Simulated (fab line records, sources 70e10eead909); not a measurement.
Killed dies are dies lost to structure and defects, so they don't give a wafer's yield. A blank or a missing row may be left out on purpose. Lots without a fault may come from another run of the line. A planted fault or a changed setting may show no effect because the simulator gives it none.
A struck lot beside a sound one | flow nand_harc | 15 steps out of a route of 1159
Sound: wafers L159.1, L159.2, L159.6. Struck: wafers L177.3, L177.4, L177.6. The cause comes at the end.
At each step with rows: each side's tool, then ch and its chambers, then its first start. Under that, the readings that differ: sound wafers | struck wafers | difference of the means | sigmas: that difference in standard deviations of wafers without a fault.
alike: readings whose means differ by less than 2 such deviations, and words and numbers that are the same on both sides. not compared: withheld readings, readings that some wafer has no value for, bounds like >300 that may hide the same value, and numbers for which the record gives no deviation and whose values overlap.
The two part at a step that has a row with sigmas, a row that says differs or no value, or rows on one side only. Numbers that don't overlap but have no deviation are shown without sigmas and don't part them. A reading that every wafer of one side lacks parts them only if that side has two wafers or more.

first, 4 steps without rows for these wafers: NHARC_A_BONDPAD_EBR_05; NHARC_A_BONDPAD_EXPOSE_06 (exposes mask A BPAD); NHARC_A_BONDPAD_PEB_07 (peb time 80 s); NHARC_A_BONDPAD_DEVELOP_08 (time 50 s).
NHARC_A_BONDPAD_CD_MEAS_09: target cd 500 nm.
  sound on cd_sem-03 ch 0, day 18 23:46; struck on cd_sem-01 ch 0, day 22 23:53
  alike: cd_nm
NHARC_A_BONDPAD_OVL_MEAS_35:
  sound on overlay-01, day 18 23:51; struck on overlay-02, day 22 23:58
  alike: overlay_x_nm, overlay_y_nm
then, 1 step without rows for these wafers: NHARC_A_BONDPAD_HARDBAKE_10 (time 65 s).
NHARC_A_BONDPAD_DESCUM_11: chemistry O2, time 3 s.
  sound on rie_diel-03 ch 0,1, day 18 23:59; struck on rie_diel-03 ch 2,3, day 23 00:06
  reading                         | sound          | struck         | difference | sigmas
  rf_vpp_V (V)                    | 56.7 57.5 56.4 | 60.1 58.0 58.5 | +2.0       | +2
  showerhead_plenum_p_Torr (Torr) | 1.82 1.94 1.82 | 2.02 2.03 2.02 | +0.16      | +2
  alike: drypump_motor_current_A, oes_product_au, throttle_valve_pct
  not compared: rf_hours_counter_h
NHARC_A_BONDPAD_ETCH_34: etches the open film in N2/H2, target depth 60 nm, overetch 18 nm, time 65.91 s.
  sound on rie_diel-03 ch 0,2,3, day 19 00:04; struck on rie_diel-03 ch 1,2,3, day 23 00:11
  alike: bias_w, chamber_pressure_mTorr, drypump_motor_current_A, oes_product_au, rf_fwd_power_W, rf_vpp_V, showerhead_plenum_p_Torr, throttle_valve_pct
  not compared: rf_hours_counter_h
NHARC_A_BONDPAD_ETCH_12: etches the open film in CHF3/O2, target depth 220 nm, time 110 s.
  sound on rie_diel-03 ch 0,1,2; struck on rie_diel-03 ch 0,3
  reading               | sound             | struck            | difference | sigmas
  oes_product_au (a.u.) | 0.956 0.978 0.962 | 0.918 0.923 0.922 | -0.044     | -2
  alike: bias_w, chamber_pressure_mTorr, drypump_motor_current_A, rf_fwd_power_W, rf_vpp_V, showerhead_plenum_p_Torr, throttle_valve_pct
  not compared: rf_hours_counter_h
NHARC_A_BONDPAD_CD_MEAS_13:
  sound on cd_sem-01, day 19 00:17; struck on cd_sem-03, day 23 00:25
  alike: cd_nm
NHARC_A_BONDPAD_STRIP_15: strips in O2.
  sound on rie_diel-03 ch 2,3, day 19 00:22; struck on rie_diel-03 ch 2,3, day 23 00:29
  alike: drypump_motor_current_A, oes_product_au, rf_vpp_V, showerhead_plenum_p_Torr, throttle_valve_pct
  not compared: rf_hours_counter_h
NHARC_A_BONDPAD_ETCH_24: etches the open film in CF4/N2, target depth 30 nm, time 72.99 s.
  sound on rie_diel-03 ch 1,3, day 19 00:31; struck on rie_diel-03 ch 0,1,3, day 23 00:38
  no value came back on the struck wafers for any of 8 readings (bias_w (W), cf4_flow_sccm (sccm) and others); on the sound wafers bias_w (W) reads 100.25 99.62 100.06
  not compared: rf_hours_counter_h
then, 1 step without rows for these wafers: NHARC_A_BONDPAD_STRIP_16 (strips in post etch residue remover, time 600 s).
NHARC_END_SORT_01:
  the record has rows for the struck wafers here (prober-02 ch 0, day 24 20:55) and none for the sound ones

WHERE THEY PART
First at NHARC_A_BONDPAD_DESCUM_11; last, within this record, at NHARC_END_SORT_01.

WHY: what the simulator had put in
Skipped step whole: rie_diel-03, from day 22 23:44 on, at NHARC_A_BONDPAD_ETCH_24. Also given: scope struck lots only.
